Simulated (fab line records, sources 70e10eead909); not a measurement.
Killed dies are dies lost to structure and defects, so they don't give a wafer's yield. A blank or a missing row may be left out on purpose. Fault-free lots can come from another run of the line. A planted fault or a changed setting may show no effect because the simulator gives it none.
Chamber matching :: flow nand_harc :: NHARC_A_BONDPAD_DESCUM_11 on rie_diel-03: 4 sister chambers
The step chemistry O2, time 3 s. 4 wafers are shown with their chamber, then 11 later ones without.

== EACH WAFER AND ITS CHAMBER ==
wafer: L776.5
chamber: 0
drypump_motor_current_A (A): 5.65

wafer: L779.6
chamber: 1
drypump_motor_current_A (A): 5.24

wafer: L787.4
chamber: 2
drypump_motor_current_A (A): 5.64

wafer: L789.1
chamber: 3
drypump_motor_current_A (A): 5.75

== WAFERS WITHOUT THEIR CHAMBER ==
wafer: L789.2
drypump_motor_current_A (A): 5.25

wafer: L789.3
drypump_motor_current_A (A): 5.63

wafer: L795.1
drypump_motor_current_A (A): 5.22

wafer: L795.3
drypump_motor_current_A (A): 5.76

wafer: L795.5
drypump_motor_current_A (A): 5.21

wafer: L794.2
drypump_motor_current_A (A): 5.64

wafer: L794.4
drypump_motor_current_A (A): 5.70

wafer: L794.6
drypump_motor_current_A (A): 5.64

wafer: L796.1
drypump_motor_current_A (A): 5.67

wafer: L796.2
drypump_motor_current_A (A): 5.23

wafer: L796.3
drypump_motor_current_A (A): 5.60

== THE CHAMBER EACH PASSED THROUGH ==
wafer: L789.2
from the rows above: 1
in truth: 1

wafer: L789.3
from the rows above: can't be placed: 2 or 0
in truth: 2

wafer: L795.1
from the rows above: 1
in truth: 1

wafer: L795.3
from the rows above: 3
in truth: 3

wafer: L795.5
from the rows above: 1
in truth: 1

wafer: L794.2
from the rows above: can't be placed: 2 or 0
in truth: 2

wafer: L794.4
from the rows above: can't be placed: 0 or 3 or 2
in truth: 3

wafer: L794.6
from the rows above: can't be placed: 2 or 0
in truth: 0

wafer: L796.1
from the rows above: can't be placed: 0 or 2
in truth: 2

wafer: L796.2
from the rows above: 1
in truth: 1

wafer: L796.3
from the rows above: can't be placed: 2 or 0
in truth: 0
5 of 11 placed correctly. From these rows, 6 cannot be placed; in 6 the true chamber is one of the candidates. Placed wrongly: 0.
How it was worked out, from the rows above alone: a wafer's distance from a chamber is the root of the sum, over the readings, of the square of ((its reading less the chamber's mean) divided by the reading's scatter). The wafer belongs to the nearest chamber; if the next one is less than 2 further off, it can't be placed. Each chamber's mean is taken over the wafers shown for it. The scatter: root of mean squared gap, hidden wafer to nearest shown wafer, with one shown wafer a chamber.
